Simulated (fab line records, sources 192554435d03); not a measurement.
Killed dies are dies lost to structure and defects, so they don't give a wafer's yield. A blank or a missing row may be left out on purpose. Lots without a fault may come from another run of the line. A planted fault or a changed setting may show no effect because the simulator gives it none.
A struck lot beside a sound one | flow n5_finfet | 15 steps out of a route of 1938
Sound: wafers L789.1, L789.2, L789.4. Struck: wafer L800.2. (L800.4, L800.5 of the same lot were not struck and are left out.) The cause comes at the end.
At each step with rows: each side's tool, then ch and its chambers, then its first start. Under that, the readings that differ: sound wafers | struck wafers | difference of the means | sigmas: that difference in standard deviations of wafers without a fault.
alike: readings whose means differ by less than 2 such deviations, and words and numbers that are the same on both sides. not compared: withheld readings, readings that some wafer has no value for, bounds like >300 that may hide the same value, and numbers for which the record gives no deviation and whose values overlap.
The two part at a step that has a row with sigmas, a row that says differs or no value, or rows on one side only. Numbers that don't overlap but have no deviation are shown without sigmas and don't part them. A reading that every wafer of one side lacks parts them only if that side has two wafers or more.

first, 2 steps without rows for these wafers: N5_FIN_SAQP_HM_OPEN_73 (chemistry CHF3/O2, target SiO2, stops on a-Si, target depth 12 nm, time 16.8 s); N5_FIN_SAQP_STRIP_74 (strips in CHF3/O2).
N5_FIN_SAQP_MANDREL_ETCH_22: etches a-Si in HBr/Cl2, stops on SiNx, target depth 60 nm, bt time 10 s, time 30 s.
  sound on rie_si-04 ch 1,2,3, day 2 11:40; struck on rie_si-03 ch 3, day 5 05:08
  reading                     | sound       | struck | difference | sigmas
  drypump_motor_current_A (A) | 5.1 5.2 5.3 | 6.3    | +1.1       | +2
  alike: chamber_pressure_mTorr, oes_product_au, throttle_valve_pct
  not compared: rf_hours_counter_h
N5_FIN_SAQP_STRIP_55: strips in N2/H2.
  sound on rie_diel-01 ch 0,1,3, day 2 11:46; struck on rie_diel-05 ch 3, day 5 05:14
  reading                        | sound             | struck | difference | sigmas
  chamber_pressure_mTorr (mTorr) | 49.90 49.91 49.92 | 50.08  | +0.17      | +2
  rf_vpp_V (V)                   | 121.3 119.8 119.7 | 125.9  | +5.6       | +4
  alike: drypump_motor_current_A, oes_product_au, showerhead_plenum_p_Torr, throttle_valve_pct
  not compared: rf_hours_counter_h
then, 2 steps without rows for these wafers: N5_FIN_SAQP_STRIP_23 (strips in SPM, time 750 s); N5_FIN_SAQP_SRD_66 (time 30 s).
N5_FIN_SAQP_RECESS_75: chemistry HF/NH3, target SiO2, target depth 14.4 nm, afs cycles 3, sublimation time 60 s.
  sound on vapor_etch-02 ch 0,1, day 2 12:31; struck on vapor_etch-01 ch 0, day 5 05:49
  alike: drypump_motor_current_A
then, 1 step without rows for these wafers: N5_FIN_SAQP_SPACER1_ALD_24 (deposits SiO2, target thk 20.3 nm, pulse time 1 s, purge time 2 s).
N5_FIN_SAQP_SPACER1_ETCHBACK_25: etches SiO2 in CHF3/O2, target depth 24.4 nm, time 12.2 s.
  sound on rie_diel-01 ch 0,1,2, day 2 13:52; struck on rie_diel-06 ch 1, day 5 08:05
  reading                | sound             | struck | difference | sigmas
  rf_hours_counter_h (h) | 112 16 57         | 126    | +64        |
  throttle_valve_pct (%) | 18.74 18.45 18.86 | 19.26  | +0.58      | +3
  alike: chamber_pressure_mTorr, drypump_motor_current_A, oes_ar_750_au, oes_product_au, rf_vpp_V, showerhead_plenum_p_Torr
then, 1 step without rows for these wafers: N5_FIN_SAQP_MANDREL1_REMOVE_56 (chemistry HBr/Cl2/O2, target a-Si, stops on SiNx, bt time 10 s).
N5_FIN_SAQP_CD_MEAS_27: target cd 20 nm.
  sound on cd_sem-01 ch 0, day 2 14:04; struck on cd_sem-02 ch 0, day 5 08:17
  reading    | sound             | struck | difference | sigmas
  cd_nm (nm) | 20.12 19.48 20.07 | 20.79  | +0.90      | +4
N5_FIN_SAQP_ETCH_57: etches SiNx in CH3F/O2, target depth 32.5 nm, time 46.4 s.
  sound on rie_diel-05 ch 1,3, day 2 14:07; struck on rie_diel-01 ch 3, day 5 08:20
  alike: chamber_pressure_mTorr, drypump_motor_current_A, etch_rf_on_time_s, oes_ar_750_au, oes_product_au, rf_vpp_V, showerhead_plenum_p_Torr, throttle_valve_pct
  not compared: rf_hours_counter_h
N5_FIN_SAQP_ETCH_65: etches SiO2 in CF4, target depth 4 nm, time 4.4 s.
  sound on rie_si-01 ch 0,1,2, day 2 14:13; struck on rie_si-01 ch 3, day 5 08:26
  reading                     | sound             | struck | difference | sigmas
  drypump_motor_current_A (A) | 5.8 5.3 6.3       | 4.8    | -1.0       | -2
  oes_product_au (a.u.)       | 1.028 1.008 1.021 | 0.962  | -0.057     | -2
  model.etch.depth_nm (nm)    | 3.985 3.984 4.06  | 3.6    | -0.4       |
  alike: chamber_pressure_mTorr, throttle_valve_pct
  not compared: rf_hours_counter_h
then, 1 step without rows for these wafers: N5_FIN_SAQP_MANDREL_ETCH_58 (etches a-Si in HBr/Cl2, stops on SiNx, target depth 45 nm, bt time 10 s, time 27 s).
-- the record jumps here: 6 days lie between the struck wafers' starts before and after (it left off in module FIN_SAQP and takes up again in module BEOL_M4, whose first step shown is number 1111 of the route) --
N5_BEOL_M4_RC_MEAS_101:
  sound on prober-01 ch 0, day 8 23:11; struck on prober-01 ch 0, day 11 10:16
  alike: DIBL_N, DIBL_P, IOFF_N, IOFF_P, ION_N, ION_P, SS_N, SS_P, VT_N, VT_P

WHERE THEY PART
First at N5_FIN_SAQP_MANDREL_ETCH_22; last, within this record, at N5_FIN_SAQP_ETCH_65. Later steps at which nothing parts them and some readings are alike: N5_BEOL_M4_RC_MEAS_101.

WHY: what the simulator had put in
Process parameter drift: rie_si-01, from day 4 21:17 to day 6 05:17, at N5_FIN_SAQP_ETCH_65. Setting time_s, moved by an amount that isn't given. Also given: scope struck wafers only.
